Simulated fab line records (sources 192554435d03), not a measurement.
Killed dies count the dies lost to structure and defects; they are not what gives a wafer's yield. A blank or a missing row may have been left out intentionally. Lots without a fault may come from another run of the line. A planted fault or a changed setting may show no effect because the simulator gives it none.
Struck lot and sound lot, side by side | flow n5 finfet | 34 out of 1938 route steps
Sound: the wafers L564.1, L564.4, L564.5. Struck: wafer L558.2. (L558.3, L558.4 of the same lot were not struck and are left out.) The cause comes at the end.
Per side, at each step with rows, come the tool, then ch with its chambers, and then its first start. Under that, the readings that differ: sound wafers | struck wafers | difference of the means | sigmas: that difference in standard deviations of wafers without a fault.
alike: readings with means less than 2 such deviations apart, plus words and numbers identical on both sides. not compared: withheld readings, readings lacking a value on some wafer, bounds such as >300 that could conceal the same value, and numbers that have no deviation in the record and whose values overlap.
The two part at a step that has a row with sigmas, a row that says differs or no value, or rows on one side only. Non-overlapping numbers with no deviation appear without sigmas and do not part them. A reading that every wafer of one side lacks parts them only if that side has two wafers or more.

first, 9 steps without rows for these wafers: N5_SD_EPI_P_DEVELOP_08 (develop time 30 s); N5_SD_EPI_P_DESCUM_14 (chemistry O2, time 7.9 s); N5_SD_EPI_P_ETCH_36 (etches SiARC in CF4, target depth 45.5 nm, time 75.8 s); N5_SD_EPI_P_ETCH_37 (etches SOC in N2/H2, overetch 108 nm, time 486 s); N5_SD_EPI_P_STRIP_38 (strips in N2/H2); N5_SD_EPI_P_ETCHBACK_46 (etches SiNx in CH3F/O2, stops on SiO2, target depth 17.5 nm); N5_SD_EPI_P_ETCH_47 (etches SiOCN in CH3F/O2, target depth 25 nm); N5_SD_EPI_P_ETCH_16 (etches SiO2 in CHF3/O2, target depth 5 nm); N5_SD_EPI_P_STRIP_50 (strips in CHF3/O2).
N5_SD_EPI_P_SD_RECESS_17: chemistry HBr/Cl2/O2, target depth 39.1 nm, bt time 3 s.
  sound on rie si-01 ch 2,3, day 7 06:12; struck on rie si-04 ch 1, day 5 22:07
  reading                              | sound             | struck | difference | sigmas
  oes product au (a.u.)                | 0.987 1.004 0.980 | 1.034  | +0.044     | +2
  model.etch.depth nm (nm)             | 39.82 38.78 39.75 | 35.75  | -3.70      |
  model.SD_EPI_P.feature depth nm (nm) | 39.8 38.8 39.8    | 35.8   | -3.7       |
  alike: HBr_flow_sccm, chamber pressure mTorr, drypump motor current A, throttle valve pct
  not compared: rf hours counter h
then, 22 steps without rows for these wafers: N5_SD_EPI_P_WET_ETCH_45 (etches SiO2 in dHF, time 10.7 s, target depth 2 nm, rinse time 30 s); N5_SD_EPI_P_STRIP_40 (strips in N2/H2); N5_SD_EPI_P_PRECLEAN_52 (cleans in O3/DIW, time 60 s); N5_SD_EPI_P_SRD_20 (time 30 s); N5_SD_EPI_P_PRECLEAN_51 (cleans in NF3:NH3, afs cycles 1, time 20 s, sublimation time 60 s); N5_SD_EPI_P_VAPOR_ETCH_44 (etches SiGe30 in NF3/Ar, time 3.3 s); N5_SD_EPI_P_EPI_21 (deposits SiGe:B, time 355 s); N5_SD_EPI_P_HM_STRIP_48 (strips SiNx in H3PO4, material SiNx, target depth 3 nm); N5_SD_EPI_P_SRD_49 (time 30 s); N5_SD_EPI_P_PRECLEAN_24 (cleans in O3/DIW, time 45 s); N5_SD_EPI_P_PRECLEAN_32 (cleans in dHF, time 10 s); N5_SD_EPI_P_PRECLEAN_33 (cleans in SC2, time 45 s); N5_SD_EPI_P_SRD_25 (time 30 s); N5_SD_ACTIVATION_RTA_00 (time 0 s); N5_SD_ACTIVATION_LSA_01 (time 0.0008 s); N5_ILD0_LINER_00 (material SiNx, target thk 4 nm, pulse time 1 s, purge time 2 s); N5_ILD0_FCVD_FILL_01 (material SiO2 flowable, target thk 200 nm, time 328.3 s); N5_ILD0_CURE_02 (time 1800 s); N5_ILD0_CMP_03 (polishes, stops on SiNx, t overpolish 1.9 s, target thk 197.38 nm); N5_ILD0_CMP_07 (polishes SiO2 flowable, stops on poly-Si, t overpolish 1.18 s, target thk 138.88 nm); N5_ILD0_PRECLEAN_10 (cleans in NF3:NH3, afs cycles 5, time 20 s, sublimation time 60 s); N5_ILD0_ALD_15 (deposits SiNx, target thk 24 nm, pulse time 1 s, ald cycles 480).
-- the record jumps here: 5 days lie between the struck wafers' starts before and after (it left off in module ILD0 and takes up again in module BEOL_M4, whose first step shown is number 1111 of the route) --
N5_BEOL_M4_RC_MEAS_101:
  sound on prober-02 ch 0, day 12 10:40; struck on prober-02 ch 0, day 11 00:22
  reading       | sound          | struck | difference | sigmas
  CJ_P          | 5.70 5.27 5.50 | 4.98   | -0.51      | -2
  ION_N (uA/um) | 681 679 664    | 649    | -26        | -2
  alike: DIBL_N, DIBL_P, IOFF_N, IOFF_P, ION_P, SS_N, SS_P, VT_N, VT_P
-- a jump in the record: the struck wafers' starts before and after are 4 days apart (it breaks off in module BEOL_M4 and resumes in module PASSIVATION, where the first step shown is number 1936 of the route) --
N5_PASSIVATION_PROBE_49:
  sound on prober-02 at day 16 14:06; struck on prober-02 at day 15 00:17
  reading              | sound    | struck | difference | sigmas
  killed at front end  | 31 28 29 | 52     | +23        | +2
  killed at other      | 2 11 14  | 0      | -9         | -3
  sort_bin_8_speed (%) | 0 0 0    | 0.08   | +0.08      | +4
  alike: defect limited yield, killed_at_M0_to_M3, killed_at_M4_up, killed at contacts, killed dies, killed open, killed short, sort_bin_5_function, sort_bin_6_memory, sort n pass, sort yield pct

## WHERE THEY PART
Earliest at N5_SD_EPI_P_SD_RECESS_17; latest, in this record, at N5_PASSIVATION_PROBE_49.

WHY: the cause the simulator had injected
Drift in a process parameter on rie si-04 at N5_SD_EPI_P_SD_RECESS_17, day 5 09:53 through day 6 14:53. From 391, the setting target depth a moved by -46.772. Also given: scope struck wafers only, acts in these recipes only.
